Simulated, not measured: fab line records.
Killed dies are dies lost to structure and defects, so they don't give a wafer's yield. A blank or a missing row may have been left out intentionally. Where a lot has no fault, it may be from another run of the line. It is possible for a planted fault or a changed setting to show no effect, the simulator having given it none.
Which tool was responsible?	flow nandHarc	Sampling: 12 lots, 36 wafers, 6 of 1159 route steps

== WHAT EACH GAUGE READ, for each wafer ==
NHARC_A_M1_OVL_MEAS_10: pitch 240 nm.
lot	measured	on	overlayXNm (nm)
L076	day 17 20:27	overlay-01	-0.7 -1.1 -1.6
L077	day 17 23:41	overlay-01	0.6 0.4 0.4
L078	day 18 17:07	overlay-02	0.0 0.2 -0.1
L081	day 19 08:40	overlay-02	-1.0 -0.9 -1.3
L084	day 20 03:50	overlay-01	0.5 0.5 0.7
L088	day 20 08:28	overlay-02	1.1 0.9 0.9
L086	day 20 11:37	overlay-01	0.3 0.9 0.4
L089	day 20 22:22	overlay-02	-1.1 -1.1 -1.0
L090	day 21 21:01	overlay-01	-0.2 0.8 0.1
L092	day 22 08:09	overlay-02	0.7 1.3 0.7
L097	day 23 06:41	overlay-02	1.8 1.5 1.1
L096	day 24 07:42	overlay-01	0.9 1.1 0.8

== EACH LOT AND THE TOOL THAT RAN IT (in order: tool; ch and the chambers of the sampled wafers; start) ==
lot	NHARC_A_CONTACT_ETCH_91	NHARC_A_CONTACT_STRIP_82	NHARC_A_BLC_DEGAS_30	NHARC_A_M0_ETCH_15	NHARC_A_M0_PRE_CLEAN_31
L076	rieDiel-06 ch 1,3, day 16 20:44	rieDiel-08 ch 0,3, day 17 13:49 or earlier	pvdSputter-01, day 17 13:49	rieDiel-11 ch 0,1, day 17 19:04 or earlier	pecvd-02 ch 1,2, day 17 19:04
L077	rieDiel-08 ch 1,2, day 17 06:30	rieDiel-04 ch 0,2,3, day 17 17:07 or earlier	pvdSputter-01, day 17 17:07	rieDiel-11 ch 1,3, day 17 22:15 or earlier	pecvd-02 ch 0,2, day 17 22:15
L078	rieDiel-04 ch 0,1,3, day 17 16:40	rieDiel-06 ch 0,1,3, day 18 05:22 or earlier	pvdSputter-01, day 18 05:22	rieDiel-11 ch 0,1,2, day 18 15:43 or earlier	pecvd-04 ch 1,2, day 18 15:43
L081	rieDiel-04 ch 0,1,3, day 18 10:43	rieDiel-08 ch 0,1,3, day 19 00:38 or earlier	pvdSputter-02, day 19 00:38	rieDiel-01 ch 2,3, day 19 07:16 or earlier	pecvd-04 ch 0,1,2, day 19 07:16
L084	rieDiel-08 ch 0,1,2, day 19 02:46	rieDiel-08 ch 0,2,3, day 19 18:10 or earlier	pvdSputter-03, day 19 18:10	rieDiel-07 ch 0,1,3, day 20 02:26 or earlier	pecvd-03 ch 0,1, day 20 02:26
L088	rieDiel-08 ch 0,1,3, day 19 12:58	rieDiel-04 ch 0,1,3, day 20 01:59 or earlier	pvdSputter-02, day 20 01:59	rieDiel-07 ch 0,2, day 20 07:04 or earlier	pecvd-03 ch 1,2, day 20 07:04
L086	rieDiel-06 ch 1,2, day 19 17:19	rieDiel-06 ch 2,3, day 20 05:10 or earlier	pvdSputter-02, day 20 05:10	rieDiel-11 ch 1,2,3, day 20 10:12 or earlier	pecvd-04 ch 0,2, day 20 10:12
L089	rieDiel-04 ch 0,1,3, day 20 03:32	rieDiel-04 ch 2,3, day 20 15:38 or earlier	pvdSputter-03, day 20 15:38	rieDiel-07 ch 0,2,3, day 20 20:43 or earlier	pecvd-04 ch 1,2, day 20 20:43
L090	rieDiel-08 ch 0,1,3, day 20 16:58	rieDiel-08 ch 1,2, day 21 14:34 or earlier	pvdSputter-03, day 21 14:34	rieDiel-07 ch 1,2, day 21 19:37 or earlier	pecvd-04 ch 0,2, day 21 19:37
L092	rieDiel-04 ch 0,1,3, day 21 07:16	rieDiel-04 ch 0,1, day 21 23:13 or earlier	pvdSputter-02, day 21 23:13	rieDiel-07 ch 0,1,3, day 22 06:44 or earlier	pecvd-04 ch 0,1, day 22 06:44
L097	rieDiel-08 ch 0,1, day 22 10:05	rieDiel-08 ch 0,2, day 22 21:40 or earlier	pvdSputter-01, day 22 21:40	rieDiel-11 ch 0,1,3, day 23 05:18 or earlier	pecvd-02 ch 0,1,2, day 23 05:18
L096	rieDiel-08 ch 0,1,2, day 23 07:10	rieDiel-08 ch 1,2,3, day 23 21:21 or earlier	pvdSputter-02, day 23 21:21	rieDiel-11 ch 0,1,3, day 24 06:19 or earlier	pecvd-02 ch 1,2, day 24 06:19
- NHARC_A_CONTACT_ETCH_91: etches the open film in CH3F/O2, target depth 40 nm, time 85.7 s.
- NHARC_A_CONTACT_STRIP_82: strips in O2.
- NHARC_A_BLC_DEGAS_30: time 60 s.
- NHARC_A_M0_ETCH_15: etches the open film in C4F8/Ar, target depth 150 nm, overetch 15 nm, time 82.5 s.
- NHARC_A_M0_PRE_CLEAN_31: time 12 s.

== THE ANSWER, worked out from the rows above alone ==
Rule: the lots themselves supply what counts as usual. Put in order of their means at a reading, lots are off if they are a third of the lots or fewer, leave a main group of 4 or more, and stand apart from it by a gap of 3 or more times the standard deviation of the main group's means; of several such gaps the widest counts. If all means in a main group match to the digits the tables above print for the reading, that group is not used. A lot without any number at a reading at which 4 lots or more have one is off too. Where the step has rows for the other lots, those lots are counted as sound.
No lot is off at any reading shown: from this, nothing can be told.

== WHAT THE SIMULATOR HAD INSERTED ==
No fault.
